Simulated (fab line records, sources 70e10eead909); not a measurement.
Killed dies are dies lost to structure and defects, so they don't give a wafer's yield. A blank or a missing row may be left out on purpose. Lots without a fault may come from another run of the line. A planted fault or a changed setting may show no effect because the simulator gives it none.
A struck lot beside a sound one | flow nand_harc | 15 steps out of a route of 1302
Sound: wafers L629.2, L629.5, L629.6. Struck: wafers L628.1, L628.3, L628.6. The cause comes at the end.
At each step with rows: each side's tool, then ch and its chambers, then its first start. Under that, the readings that differ: sound wafers | struck wafers | difference of the means | sigmas: that difference in standard deviations of wafers without a fault.
alike: readings whose means differ by less than 2 such deviations, and words and numbers that are the same on both sides. not compared: withheld readings, readings that some wafer has no value for, bounds like >300 that may hide the same value, and numbers for which the record gives no deviation and whose values overlap.
The two part at a step that has a row with sigmas, a row that says differs or no value, or rows on one side only. Numbers that don't overlap but have no deviation are shown without sigmas and don't part them. A reading that every wafer of one side lacks parts them only if that side has two wafers or more.

NHARC_P_GATE_STRIP_95: strips in O2.
  sound on plasma_asher-01 ch 0,1, day 13 00:16; struck on plasma_asher-02 ch 0,1, day 12 20:32
  reading            | sound       | struck      | difference | sigmas
  heater_power_w (W) | 350 344 352 | 278 281 277 | -70        | -2
  alike: drypump_motor_current_A
  not compared: rf_hours_counter_h
then, 1 step without rows for these wafers: NHARC_P_GATE_STRIP_96 (strips in SPM, time 900 s).
NHARC_P_GATE_RTA_64: time 1 s.
  sound on rtp_anneal-01 ch 0, day 13 00:51; struck on rtp_anneal-02 ch 0, day 12 21:06
  reading            | sound    | struck   | difference | sigmas
  lamp_power_pct (%) | 30 30 30 | 38 38 38 | +8         | +2
  alike: wafer_temp_C_max
then, 1 step without rows for these wafers: NHARC_P_GATE_ETCH_77 (etches SiO2 in dHF, target depth 6 nm).
NHARC_P_GATE_DEGAS_109: time 60 s.
  sound on pvd_sputter-02, day 13 01:08; struck on pvd_sputter-03, day 12 21:24
  alike: heater_power_w
then, 3 steps without rows for these wafers: NHARC_P_GATE_PRE_CLEAN_110 (time 30 s); NHARC_P_GATE_SPUTTER_78 (material Ni, target thk 10 nm); NHARC_P_GATE_SPUTTER_79 (material TiN, target thk 10 nm).
NHARC_P_GATE_RTA_80: time 30 s.
  sound on rtp_anneal-01 ch 0, day 13 01:27; struck on rtp_anneal-01 ch 0, day 12 21:42
  alike: wafer_temp_C_max
then, 1 step without rows for these wafers: NHARC_P_GATE_STRIP_67 (strips in SPM, time 600 s).
NHARC_P_GATE_RTA_82: time 30 s.
  sound on rtp_anneal-01 ch 0, day 13 01:55; struck on rtp_anneal-01 ch 0, day 12 22:10
  alike: lamp_power_pct, wafer_temp_C_max
NHARC_P_GATE_INSPECT_68:
  sound on defect_inspect-01, day 13 02:05; struck on defect_inspect-01, day 12 22:22
  alike: raw_defect_count
NHARC_P_CONTACT_DEP_30: deposits SiNx, target thk 30 nm.
  sound on pecvd-02 ch 1,2, day 13 02:10; struck on pecvd-03 ch 0,2, day 12 22:29
  no value came back on the struck wafers for heater_power_outer_w (W), heater_power_w (W); on the sound wafers heater_power_outer_w (W) reads 409 427 420
then, 1 step without rows for these wafers: NHARC_P_CONTACT_DEP_00 (deposits SiO2, target thk 500 nm).
-- the record jumps here: 18 days lie between the struck wafers' starts before and after (it left off in module P_CONTACT and takes up again in module END, whose first step shown is number 1302 of the route) --
NHARC_END_SORT_01:
  the record has rows for the struck wafers here (prober-01 ch 0, day 31 02:13) and none for the sound ones

WHERE THEY PART
First at NHARC_P_GATE_STRIP_95; last, within this record, at NHARC_END_SORT_01.

WHY: what the simulator had put in
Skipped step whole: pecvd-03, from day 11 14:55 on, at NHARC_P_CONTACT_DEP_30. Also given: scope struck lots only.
